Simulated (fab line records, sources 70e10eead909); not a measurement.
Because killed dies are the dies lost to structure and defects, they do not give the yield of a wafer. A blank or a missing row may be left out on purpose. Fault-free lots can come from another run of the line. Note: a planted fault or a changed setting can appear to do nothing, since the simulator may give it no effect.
What tool caused it?    flow nand-harc    12 lots with 36 wafers sampled at 5 steps, on a route of 1159 steps

WHAT THE GAUGES SHOWED, per wafer
NHARC_END_SORT_01. Usual: killed-at-array 26, standard deviation 9.9; killed-at-other 0.8, standard deviation 1; killed-at-periphery 2.8, standard deviation 2.2; killed-dies 29, standard deviation 9.9; killed-open 3.2, standard deviation 1.8; killed-short 2.1, standard deviation 1.4.
lot   measured      on         killed-at-array  killed-at-other  killed-at-periphery  killed-dies  killed-open  killed-short  flag
L649  day 19 19:42  prober-01  9 10 13          0 0 0            1 0 2                10 10 15     0 1 4        3 1 3         
L647  day 20 05:53  prober-02  33 32 31         0 0 0            3 3 6                36 35 37     7 5 4        4 2 2         
L648  day 20 15:25  prober-02  24 31 25         1 0 0            0 4 3                25 35 28     2 6 4        1 2 0         
L651  day 21 09:30  prober-02  16 12 15         0 0 1            4 1 3                20 13 19     5 4 6        0 1 4         
L650  day 20 16:10  prober-01  19 20 22         1 4 1            5 0 0                25 24 23     4 1 0        3 1 1         
L656  day 22 01:08  prober-01  675 676 674      1 0 0            1 1 2                677 677 676  3 2 1        2 3 0         OFF
L657  day 22 00:26  prober-02  676 673 674      0 2 0            1 2 3                677 677 677  3 0 4        1 1 0         OFF
L661  day 22 22:02  prober-02  26 34 25         1 0 1            7 7 2                34 41 28     2 6 3        2 0 2         
L664  day 23 12:40  prober-02  29 12 15         2 2 1            4 3 1                35 17 17     4 2 0        2 2 2         
L663  day 23 12:43  prober-01  33 39 41         2 2 1            3 5 3                38 46 45     1 8 5        2 4 0         
L665  day 24 00:08  prober-01  29 12 12         2 1 1            3 1 1                34 14 14     5 3 1        2 3 1         
L666  day 24 15:25  prober-01  41 49 44         0 1 0            3 0 2                44 50 46     5 3 0        2 3 3         

WHICH TOOL RAN EACH LOT (tool, then ch and the chambers of the sampled wafers, then the start)
lot   NHARC_A_STAIRCASE_ETCH_170                     NHARC_A_STAIRCASE_STRIP_171           NHARC_A_STAIRCASE_ETCH_25                      NHARC_A_STAIRCASE_ETCH_27
L649  rie-diel-08 ch 0,2,3, day 11 07:36 or earlier  plasma-asher-01 ch 0,1, day 11 07:36  rie-diel-07 ch 1,3, day 11 11:58 or earlier    rie-diel-07 ch 0,1, day 11 11:58
L647  rie-diel-07 ch 0,2,3, day 11 08:00 or earlier  plasma-asher-02 ch 0,1, day 11 08:00  rie-diel-07 ch 1,2,3, day 11 12:16 or earlier  rie-diel-07 ch 0,3, day 11 12:16
L648  rie-diel-02 ch 0,1, day 11 16:44 or earlier    plasma-asher-01 ch 0,1, day 11 16:44  rie-diel-02 ch 0,1,3, day 11 20:30 or earlier  rie-diel-02 ch 1,3, day 11 20:30
L651  rie-diel-08 ch 2,3, day 11 22:30 or earlier    plasma-asher-02 ch 0,1, day 11 22:30  rie-diel-07 ch 0,1,2, day 12 02:41 or earlier  rie-diel-07 ch 0,2,3, day 12 02:41
L650  rie-diel-08 ch 0,2, day 12 02:34 or earlier    plasma-asher-02 ch 0,1, day 12 02:34  rie-diel-02 ch 0,3, day 12 06:22 or earlier    rie-diel-02 ch 1,3, day 12 06:22
L656  rie-diel-08 ch 0,1, day 13 06:04 or earlier    plasma-asher-02 ch 0,1, day 13 06:04  rie-diel-02 ch 0,1, day 13 09:50 or earlier    rie-diel-02 ch 1,3, day 13 09:50
L657  rie-diel-08 ch 0,3, day 13 10:05 or earlier    plasma-asher-01 ch 0,1, day 13 10:05  rie-diel-02 ch 0,1,2, day 13 13:34 or earlier  rie-diel-02 ch 0,1,2, day 13 13:34
L661  rie-diel-02 ch 2,3, day 14 11:34 or earlier    plasma-asher-01 ch 0,1, day 14 11:34  rie-diel-07 ch 0,1, day 14 16:23               rie-diel-07 ch 0,1,3, day 14 16:38
L664  rie-diel-08 ch 0,2, day 14 22:32 or earlier    plasma-asher-01 ch 0,1, day 14 22:32  rie-diel-08 ch 0,2,3, day 15 03:52 or earlier  rie-diel-08 ch 2,3, day 15 03:52
L663  rie-diel-08 ch 1,2, day 14 22:39 or earlier    plasma-asher-02 ch 0, day 14 22:39    rie-diel-07 ch 1,3, day 15 02:34 or earlier    rie-diel-07 ch 0,2, day 15 02:34
L665  rie-diel-02 ch 1,2,3, day 15 08:59 or earlier  plasma-asher-02 ch 0,1, day 15 08:59  rie-diel-08 ch 0,3, day 15 12:33 or earlier    rie-diel-08 ch 1,2,3, day 15 12:33
L666  rie-diel-02 ch 0,1, day 15 17:19 or earlier    plasma-asher-01 ch 0,1, day 15 17:19  rie-diel-08 ch 2,3, day 15 21:11 or earlier    rie-diel-08 ch 2,3, day 15 21:11
- NHARC_A_STAIRCASE_ETCH_170: etches the open film in C4F6/O2, target depth 200 nm, time 66.667 s.
- NHARC_A_STAIRCASE_STRIP_171: strips in O2.
- NHARC_A_STAIRCASE_ETCH_25: etches the open film in C4F8/O2, target depth 100 nm, time 40.5 s.
- NHARC_A_STAIRCASE_ETCH_27: etches the open film in C4F8/O2, target depth 100 nm, time 40.5 s.

WHAT THE TOOLS THEMSELVES READ (means of the sampled wafers that have a number; where no wafer has one, the mark that the record gives instead)
NHARC_A_STAIRCASE_ETCH_170. Usual: c4f6-flow-sccm 24.99 sccm, standard deviation 0.068; chamber-pressure-mTorr 30.00 mTorr, standard deviation 0.03; drypump-motor-current-A 5.8 A, standard deviation 0.52; oes-product-au 0.969 a.u., standard deviation 0.013; rf-vpp-V 548 V, standard deviation 3.7; showerhead-plenum-p-Torr 3.97 Torr, standard deviation 0.18; throttle-valve-pct 26.904 %, standard deviation 0.0084.
lot   tool         c4f6-flow-sccm (sccm)  chamber-pressure-mTorr (mTorr)  drypump-motor-current-A (A)  oes-product-au (a.u.)  rf-vpp-V (V)  showerhead-plenum-p-Torr (Torr)  throttle-valve-pct (%)  flag
L649  rie-diel-08  24.96                  30.00                           6.2                          0.978                  547           3.93                             26.908                  
L647  rie-diel-07  24.98                  30.02                           5.2                          0.971                  548           3.97                             26.904                  
L648  rie-diel-02  25.06                  30.00                           5.6                          0.963                  551           4.15                             26.900                  
L651  rie-diel-08  25.04                  29.97                           6.4                          1.004                  546           3.93                             26.902                  
L650  rie-diel-08  24.98                  30.00                           6.2                          0.972                  545           3.82                             26.906                  
L656  rie-diel-08  25.04                  30.01                           6.1                          0.950                  549           4.04                             26.897                  
L657  rie-diel-08  24.96                  30.02                           6.2                          0.965                  549           4.04                             26.905                  
L661  rie-diel-02  24.94                  30.01                           5.7                          0.956                  543           3.75                             26.903                  
L664  rie-diel-08  24.96                  29.99                           6.1                          0.971                  547           3.93                             26.908                  
L663  rie-diel-08  25.02                  30.01                           6.3                          0.980                  545           3.79                             26.908                  
L665  rie-diel-02  24.94                  30.00                           5.6                          0.970                  550           4.07                             26.901                  
L666  rie-diel-02  25.02                  29.99                           5.6                          0.963                  551           4.12                             26.908                  

NHARC_A_STAIRCASE_STRIP_171. Usual: drypump-motor-current-A 5.3 A, standard deviation 0.35; heater-power-w 371 W, standard deviation 27.
lot   tool             drypump-motor-current-A (A)  heater-power-w (W)  flag
L649  plasma-asher-01  5.6                          344                 
L647  plasma-asher-02  5.2                          383                 
L648  plasma-asher-01  5.6                          346                 
L651  plasma-asher-02  5.1                          391                 
L650  plasma-asher-02  5.1                          396                 
L656  plasma-asher-02  5.2                          380                 
L657  plasma-asher-01  5.6                          359                 
L661  plasma-asher-01  5.4                          352                 
L664  plasma-asher-01  5.7                          356                 
L663  plasma-asher-02  5.3                          367                 
L665  plasma-asher-02  5.1                          389                 
L666  plasma-asher-01  5.6                          351                 

NHARC_A_STAIRCASE_ETCH_25. Usual: chamber-pressure-mTorr 25.000 mTorr, standard deviation 0.024; oes-product-au 0.940 a.u., standard deviation 0.011; rf-vpp-V 898 V, standard deviation 6.1.
lot   tool         chamber-pressure-mTorr (mTorr)  oes-product-au (a.u.)  rf-vpp-V (V)  flag
L649  rie-diel-07  25.013                          0.923                  891           
L647  rie-diel-07  24.994                          0.943                  895           
L648  rie-diel-02  24.993                          0.930                  897           
L651  rie-diel-07  24.993                          0.942                  901           
L650  rie-diel-02  24.997                          0.945                  899           
L656  rie-diel-02  24.995                          0.965                  901           
L657  rie-diel-02  25.006                          0.941                  900           
L661  rie-diel-07  24.991                          0.925                  902           
L664  rie-diel-08  25.025                          0.931                  895           
L663  rie-diel-07  25.000                          0.934                  895           
L665  rie-diel-08  25.015                          0.948                  900           
L666  rie-diel-08  24.992                          0.955                  896           

NHARC_A_STAIRCASE_ETCH_27. Usual: chamber-pressure-mTorr 25.000 mTorr, standard deviation 0.023; oes-product-au 0.941 a.u., standard deviation 0.011; rf-vpp-V 897 V, standard deviation 6.3.
lot   tool         chamber-pressure-mTorr (mTorr)  oes-product-au (a.u.)  rf-vpp-V (V)  flag
L649  rie-diel-07  25.002                          0.936                  903           
L647  rie-diel-07  24.996                          0.943                  894           
L648  rie-diel-02  25.001                          0.939                  891           
L651  rie-diel-07  24.998                          0.945                  897           
L650  rie-diel-02  25.001                          0.931                  896           
L656  rie-diel-02  24.994                          0.773                  891           OFF
L657  rie-diel-02  25.004                          0.773                  901           OFF
L661  rie-diel-07  25.004                          0.927                  897           
L664  rie-diel-08  24.991                          0.953                  891           
L663  rie-diel-07  24.997                          0.932                  899           
L665  rie-diel-08  25.028                          0.955                  894           
L666  rie-diel-08  24.999                          0.959                  892           

THE ANSWER, worked out from the rows above alone
Rule: lot off if the mean of its wafers having a number is beyond 3 standard deviations from the usual mean. Also off: a lot with no number at a reading for which 4 or more lots have one. Any other lot the step has rows for is counted as sound. The gauges are gone through in route order, then the tools' own readings, and for those a lot's mean is taken as printed above. The first step at which some lot is off is used, and at that step the reading that is off furthest; a lot without a number counts as furthest.
Off, at NHARC_END_SORT_01 on killed-at-array: L656, L657.
A tool fits if, at a process step before that reading, it ran every lot that is off, and no sound lot after the first of them. Not tried: the gauges at NHARC_END_SORT_01; whatever is off there is also off at NHARC_A_STAIRCASE_ETCH_27, on other tools, and gauge error can't account for it. NHARC_A_STAIRCASE_ETCH_170: start missing for some lots; hours and lot order therefore follow NHARC_A_STAIRCASE_STRIP_171. NHARC_A_STAIRCASE_ETCH_25: start missing for some lots; hours and lot order therefore follow NHARC_A_STAIRCASE_ETCH_27. One fits: rie-diel-02 at NHARC_A_STAIRCASE_ETCH_25 and NHARC_A_STAIRCASE_ETCH_27. At NHARC_A_STAIRCASE_ETCH_25 its last sound lot is L650 (day 12 06:22), its first lot that is off L656 (day 13 09:50): a fault that began between those two fits.

WHAT THE SIMULATOR HAD INSERTED
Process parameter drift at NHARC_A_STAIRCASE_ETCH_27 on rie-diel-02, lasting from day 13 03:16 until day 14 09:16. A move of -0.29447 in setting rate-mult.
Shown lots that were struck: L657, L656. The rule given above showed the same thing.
